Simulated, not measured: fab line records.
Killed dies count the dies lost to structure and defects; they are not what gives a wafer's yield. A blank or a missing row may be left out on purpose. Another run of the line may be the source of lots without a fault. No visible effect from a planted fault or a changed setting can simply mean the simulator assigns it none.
Matching of chambers / flow n5 finfet / ald sin-02 running N5_MOL_CONTACT_COAG_ALD_133: 4 sister chambers
The step deposits SiO2, target thk 5 nm, pulse time 1 s, co reactant pulse time 1 s. 4 wafers are shown with their chamber, then 12 later ones without.

== WAFERS PAIRED WITH THEIR CHAMBERS ==
wafer=L083.1; chamber=3; heater power w (W)=79
wafer=L086.1; chamber=0; heater power w (W)=64
wafer=L086.2; chamber=1; heater power w (W)=86
wafer=L086.4; chamber=2; heater power w (W)=70

== WAFERS WITHOUT THEIR CHAMBER ==
wafer=L087.1; heater power w (W)=64
wafer=L087.3; heater power w (W)=76
wafer=L087.6; heater power w (W)=86
wafer=L090.1; heater power w (W)=86
wafer=L090.2; heater power w (W)=68
wafer=L090.3; heater power w (W)=65
wafer=L091.1; heater power w (W)=80
wafer=L091.2; heater power w (W)=68
wafer=L091.6; heater power w (W)=80
wafer=L092.4; heater power w (W)=87
wafer=L092.5; heater power w (W)=77
wafer=L092.6; heater power w (W)=63

== WHICH CHAMBER EACH ONE RAN IN ==
wafer=L087.1; from the rows above=0; in truth=0
wafer=L087.3; from the rows above=3; in truth=3
wafer=L087.6; from the rows above=1; in truth=1
wafer=L090.1; from the rows above=1; in truth=1
wafer=L090.2; from the rows above=can't be placed: 2 or 0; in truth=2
wafer=L090.3; from the rows above=0; in truth=0
wafer=L091.1; from the rows above=3; in truth=3
wafer=L091.2; from the rows above=can't be placed: 2 or 0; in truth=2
wafer=L091.6; from the rows above=3; in truth=3
wafer=L092.4; from the rows above=1; in truth=1
wafer=L092.5; from the rows above=3; in truth=3
wafer=L092.6; from the rows above=0; in truth=0
10 of 12 placed correctly. Cannot be placed on the basis of these rows: 2; the candidates contain the true chamber in 2. Number placed wrongly: 0.
How it was worked out, from the rows above alone: a wafer's distance from a chamber is the root of the sum, over the readings, of the square of ((its reading less the chamber's mean) divided by the reading's scatter). If the next closest chamber is less than 2 further off than the closest, the wafer can't be placed; otherwise it belongs to the closest. A chamber's mean is the mean of its shown wafers. The scatter (one wafer shown for each chamber): square how far every hidden wafer sits from the nearest shown wafer, average those squares and take the square root.
